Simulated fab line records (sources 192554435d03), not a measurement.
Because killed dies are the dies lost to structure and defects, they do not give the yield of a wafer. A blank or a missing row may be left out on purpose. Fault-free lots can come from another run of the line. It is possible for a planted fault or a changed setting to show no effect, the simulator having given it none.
Which of the tools did it? ; flow n5-finfet ; 69 wafers from 23 lots sampled at 5 of the route's 1938 steps

## WHAT EACH GAUGE READ, for each wafer
N5_BEOL_M8_THK_MEAS_53: measures by xrf.
lot;measured;on;M8_THK (nm)
L074;day 9 21:43;film-metro-01;80.6 75.0 78.3
L075;day 10 03:23;film-metro-01;80.2 77.9 80.0
L076;day 10 10:57;film-metro-02;79.9 79.7 79.1
L077;day 10 13:35;film-metro-02;79.3 78.5 79.8
L078;day 10 12:52;film-metro-02;77.3 79.1 80.8
L079;day 11 06:29;film-metro-01;79.7 75.8 79.2
L080;day 11 14:45;film-metro-02;79.3 81.1 78.6
L081;day 11 18:07;film-metro-01;78.4 80.4 78.4
L082;day 11 17:54;film-metro-02;75.1 75.9 76.6
L083;day 11 19:33;film-metro-01;82.6 77.3 78.0
L084;day 11 20:05;film-metro-01;79.1 78.0 79.2
L085;day 12 17:30;film-metro-01;76.7 75.5 79.1
L086;day 13 00:04;film-metro-01;78.2 79.3 78.4
L089;day 13 09:20;film-metro-01;78.8 79.9 77.1
L088;day 13 18:07;film-metro-02;80.9 81.7 77.0
L090;day 14 03:51;film-metro-02;79.5 81.6 79.2
L087;day 14 01:26;film-metro-02;78.1 80.8 78.2
L092;day 14 12:10;film-metro-01;75.7 76.5 77.7
L094;day 14 18:12;film-metro-01;75.4 77.8 79.3
L093;day 14 23:11;film-metro-01;78.5 75.9 78.2
L091;day 15 01:20;film-metro-02;82.3 79.1 80.1
L095;day 15 02:00;film-metro-02;74.2 82.2 77.4
L097;day 15 14:34;film-metro-01;80.8 77.0 77.1

N5_BEOL_M9_THK_MEAS_01.
lot;measured;on;M9_ILD_THK (nm)
L074;day 9 22:32;film-metro-02;267 267 266
L075;day 10 04:46;film-metro-02;267 271 274
L076;day 10 11:46;film-metro-01;265 268 266
L077;day 10 14:26;film-metro-02;266 272 267
L078;day 10 13:41;film-metro-02;262 262 267
L079;day 11 07:16;film-metro-01;263 266 267
L080;day 11 15:34;film-metro-01;264 267 268
L081;day 11 18:55;film-metro-01;259 265 259
L082;day 11 18:43;film-metro-02;264 267 270
L083;day 11 20:20;film-metro-01;261 263 265
L084;day 11 20:52;film-metro-01;260 260 264
L085;day 12 18:17;film-metro-01;269 274 269
L086;day 13 00:52;film-metro-02;264 268 269
L089;day 13 10:11;film-metro-02;265 272 269
L088;day 13 19:46;film-metro-01;266 267 270
L090;day 14 05:07;film-metro-02;261 266 263
L087;day 14 02:17;film-metro-01;262 269 266
L092;day 14 12:58;film-metro-02;264 259 268
L094;day 14 20:43;film-metro-02;265 261 268
L093;day 15 00:04;film-metro-02;264 265 268
L091;day 15 02:07;film-metro-01;257 261 267
L095;day 15 02:47;film-metro-01;266 267 271
L097;day 15 15:38;film-metro-01;267 276 272

## EACH LOT AND THE TOOL THAT RAN IT (in order: tool; ch and the chambers of the sampled wafers; start)
lot;N5_BEOL_M8_STRIP_19;N5_BEOL_M8_VIA_ETCH_34;N5_BEOL_M9_ILD_DEP_00
L074;rie-diel-02 ch 2,3, day 9 17:51;rie-diel-03 ch 0,2,3, day 9 18:57;pecvd-04 ch 0,1,2, day 9 21:56
L075;rie-diel-03 ch 0,1,2, day 9 21:50;rie-diel-04 ch 0,1,2, day 9 22:47;pecvd-01 ch 0,2, day 10 03:35
L076;rie-diel-02 ch 1,3, day 10 05:38;rie-diel-04 ch 0,1,3, day 10 07:59;pecvd-04 ch 0,1,2, day 10 11:11
L077;rie-diel-02 ch 1,3, day 10 08:41;rie-diel-03 ch 0,1,3, day 10 10:52;pecvd-04 ch 0,1, day 10 13:49
L078;rie-diel-03 ch 1,2,3, day 10 08:57;rie-diel-03 ch 0,1, day 10 10:14;pecvd-02 ch 0,1,2, day 10 13:05
L079;rie-diel-03 ch 1,2, day 11 01:51;rie-diel-02 ch 0,1, day 11 02:32;pecvd-04 ch 0,2, day 11 06:40
L080;rie-diel-03 ch 0,3, day 11 08:29;rie-diel-03 ch 0,2,3, day 11 10:41;pecvd-04 ch 0,1,2, day 11 14:58
L081;rie-diel-02 ch 0,2,3, day 11 11:40;rie-diel-02 ch 0,1,3, day 11 13:52;pecvd-04 ch 1,2, day 11 18:19
L082;rie-diel-03 ch 0,2,3, day 11 12:10;rie-diel-02 ch 0,1,2, day 11 14:15;pecvd-01 ch 0,1, day 11 18:05
L083;rie-diel-03 ch 0,2,3, day 11 15:36;rie-diel-02 ch 0,2, day 11 16:50;pecvd-02 ch 0,1,2, day 11 19:44
L084;rie-diel-02 ch 0,1, day 11 16:11;rie-diel-04 ch 0,1,2, day 11 17:07;pecvd-02 ch 1,2, day 11 20:17
L085;rie-diel-04 ch 0,1, day 12 12:39;rie-diel-02 ch 0,2,3, day 12 13:32;pecvd-04 ch 1,2, day 12 17:42
L086;rie-diel-02 ch 0,3, day 12 18:02;rie-diel-04 ch 0,1,3, day 12 20:49;pecvd-01 ch 0,1,2, day 13 00:16
L089;rie-diel-03 ch 0,2,3, day 13 05:26;rie-diel-02 ch 0,2,3, day 13 06:22;pecvd-01 ch 1,2, day 13 09:35
L088;rie-diel-03 ch 1,3, day 13 12:09;rie-diel-02 ch 0,1,2, day 13 13:57;pecvd-01 ch 1,2, day 13 18:20
L090;rie-diel-03 ch 1,3, day 13 18:57;rie-diel-04 ch 1,2, day 13 22:08;pecvd-02 ch 0,1, day 14 04:02
L087;rie-diel-04 ch 0,2,3, day 13 20:25;rie-diel-03 ch 1,2,3, day 13 22:23;pecvd-01 ch 0,1, day 14 01:40
L092;rie-diel-04 ch 0,2,3, day 14 06:13;rie-diel-02 ch 0,2,3, day 14 08:13;pecvd-02 ch 0,1,2, day 14 12:22
L094;rie-diel-04 ch 0,1,2, day 14 13:29;rie-diel-03 ch 1,2,3, day 14 14:54;pecvd-02 ch 1,2, day 14 18:23
L093;rie-diel-02 ch 1,3, day 14 16:01;rie-diel-04 ch 0,1,2, day 14 17:05;pecvd-04 ch 0,1, day 14 23:23
L091;rie-diel-04 ch 0,2,3, day 14 20:16;rie-diel-04 ch 1,2,3, day 14 22:47;pecvd-02 ch 0,1,2, day 15 01:31
L095;rie-diel-02 ch 0,1,3, day 14 21:20;rie-diel-02 ch 1,2, day 14 23:03;pecvd-01 ch 0,1,2, day 15 02:11
L097;rie-diel-03 ch 2,3, day 15 08:56;rie-diel-02 ch 1,2,3, day 15 11:09;pecvd-01 ch 0,1, day 15 14:46
- N5_BEOL_M8_STRIP_19: strips in O2.
- N5_BEOL_M8_VIA_ETCH_34: etches SiCOH lowk in C4F6/O2, target depth 125.5 nm, time 50.5 s.
- N5_BEOL_M9_ILD_DEP_00: deposits SiCOH lowk from DEMS/porogen, target thk 308.51 nm, time 58 s.

## WHAT THE TOOLS THEMSELVES READ (means of the sampled wafers that have a number; where no wafer has one, the mark that the record gives instead)
N5_BEOL_M8_STRIP_19.
lot;tool;drypump-motor-current-A (A);oes-product-au (a.u.);rf-vpp-V (V);showerhead-plenum-p-Torr (Torr);throttle-valve-pct (%)
L074;rie-diel-02;5.8;0.79;3.3;2.16;16.64
L075;rie-diel-03;6.1;0.75;3.6;2.05;16.69
L076;rie-diel-02;5.7;0.82;4.0;2.10;16.57
L077;rie-diel-02;5.7;0.82;4.1;2.10;16.56
L078;rie-diel-03;6.1;0.73;3.5;2.05;16.80
L079;rie-diel-03;6.0;0.75;3.6;2.08;16.66
L080;rie-diel-03;6.0;0.73;3.4;1.99;16.73
L081;rie-diel-02;5.9;0.80;3.8;2.10;16.64
L082;rie-diel-03;5.9;0.73;2.9;2.02;16.70
L083;rie-diel-03;5.9;0.72;3.9;2.02;16.71
L084;rie-diel-02;6.1;0.71;3.1;2.04;16.55
L085;rie-diel-04;6.0;0.85;4.0;2.15;16.32
L086;rie-diel-02;5.8;0.83;3.1;2.08;16.61
L089;rie-diel-03;5.9;0.71;3.7;2.01;16.72
L088;rie-diel-03;6.1;0.78;4.3;2.01;16.83
L090;rie-diel-03;6.1;0.77;4.1;2.01;16.84
L087;rie-diel-04;5.7;0.88;3.6;2.13;16.48
L092;rie-diel-04;5.6;0.88;3.4;2.13;16.48
L094;rie-diel-04;6.1;0.85;4.0;2.09;16.36
L093;rie-diel-02;5.7;0.86;3.5;2.09;16.48
L091;rie-diel-04;5.6;0.86;3.6;2.12;16.49
L095;rie-diel-02;6.0;0.84;3.8;2.05;16.49
L097;rie-diel-03;5.7;0.70;4.1;2.04;16.73

N5_BEOL_M8_VIA_ETCH_34.
lot;tool;drypump-motor-current-A (A);mfc-ar-sccm (sccm);oes_ar_750_au (a.u.);oes-product-au (a.u.);rf-vpp-V (V);showerhead-plenum-p-Torr (Torr);throttle-valve-pct (%)
L074;rie-diel-03;5.9;301.0;0.74;0.74;665;2.77;20.90
L075;rie-diel-04;6.1;299.5;0.81;0.81;666;2.86;20.67
L076;rie-diel-04;5.7;299.2;0.86;0.86;667;2.89;20.67
L077;rie-diel-03;6.2;299.3;0.71;0.71;668;2.74;20.99
L078;rie-diel-03;6.4;299.9;0.71;0.71;659;2.77;20.97
L079;rie-diel-02;6.3;300.9;0.78;0.78;663;2.78;20.83
L080;rie-diel-03;5.9;299.4;0.73;0.73;665;2.76;20.92
L081;rie-diel-02;5.9;300.3;0.78;0.78;669;2.83;20.92
L082;rie-diel-02;6.1;300.1;0.73;0.73;664;2.83;20.84
L083;rie-diel-02;6.1;300.2;0.75;0.75;665;2.87;20.85
L084;rie-diel-04;6.0;300.0;0.80;0.79;666;2.86;20.70
L085;rie-diel-02;5.9;299.9;0.78;0.79;670;2.87;20.93
L086;rie-diel-04;5.8;299.7;0.83;0.83;669;2.88;20.70
L089;rie-diel-02;5.9;300.1;0.77;0.78;670;2.87;20.96
L088;rie-diel-02;6.1;300.9;0.83;0.83;664;2.83;20.75
L090;rie-diel-04;6.2;299.2;0.83;0.84;662;2.76;20.58
L087;rie-diel-03;6.1;300.2;0.79;0.78;658;2.78;20.95
L092;rie-diel-02;5.9;299.1;0.77;0.77;670;2.86;20.98
L094;rie-diel-03;6.1;299.5;0.79;0.78;658;2.77;20.96
L093;rie-diel-04;6.1;299.3;0.85;0.84;666;2.84;20.61
L091;rie-diel-04;5.8;300.1;0.83;0.83;673;2.79;20.74
L095;rie-diel-02;6.0;299.3;0.77;0.77;664;2.88;20.77
L097;rie-diel-02;5.8;300.8;0.79;0.80;671;2.88;20.87

N5_BEOL_M9_ILD_DEP_00.
lot;tool;heater-power-outer-w (W);heater-power-w (W);showerhead-plenum-p-Torr (Torr);throttle-valve-pct (%)
L074;pecvd-04;140;308;5.732;14.4
L075;pecvd-01;155;333;5.730;13.9
L076;pecvd-04;121;285;5.732;14.2
L077;pecvd-04;129;312;5.744;14.7
L078;pecvd-02;135;286;5.733;14.2
L079;pecvd-04;140;301;5.711;14.2
L080;pecvd-04;138;310;5.726;14.3
L081;pecvd-04;129;306;5.733;14.2
L082;pecvd-01;174;348;5.760;14.8
L083;pecvd-02;123;273;5.734;14.1
L084;pecvd-02;160;322;5.744;13.8
L085;pecvd-04;132;306;5.745;14.3
L086;pecvd-01;143;306;5.747;13.8
L089;pecvd-01;158;331;5.751;13.4
L088;pecvd-01;184;365;5.754;13.1
L090;pecvd-02;124;263;5.729;14.3
L087;pecvd-01;160;326;5.740;14.8
L092;pecvd-02;145;299;5.732;14.2
L094;pecvd-02;147;296;5.732;13.9
L093;pecvd-04;106;271;5.726;14.6
L091;pecvd-02;158;317;5.732;14.2
L095;pecvd-01;166;343;5.756;13.9
L097;pecvd-01;172;356;5.744;14.6

## THE ANSWER, worked out from the rows above alone
Rule: the usual values come from the lots themselves. The widest of any qualifying gaps counts: lots, ordered by their means at a reading, are off when they make up no more than a third of the lots, leave a main group of 4 or more, and stand apart from it by 3 or more times the standard deviation of that group's means. Not used: any main group whose means are identical at the precision the tables above print for the reading. Also off: a lot with no number at a reading for which 4 or more lots have one. Any other lot the step has rows for is counted as sound. After the gauges, taken in route order, come the tools' own readings; for these a lot's mean is taken, as printed above. The first step at which some lot is off is used, and at that step the reading that is off furthest; a lot without a number counts as furthest.
No lot is off at any reading shown: from this, nothing can be told.

## WHAT WAS PUT IN BY THE SIMULATOR
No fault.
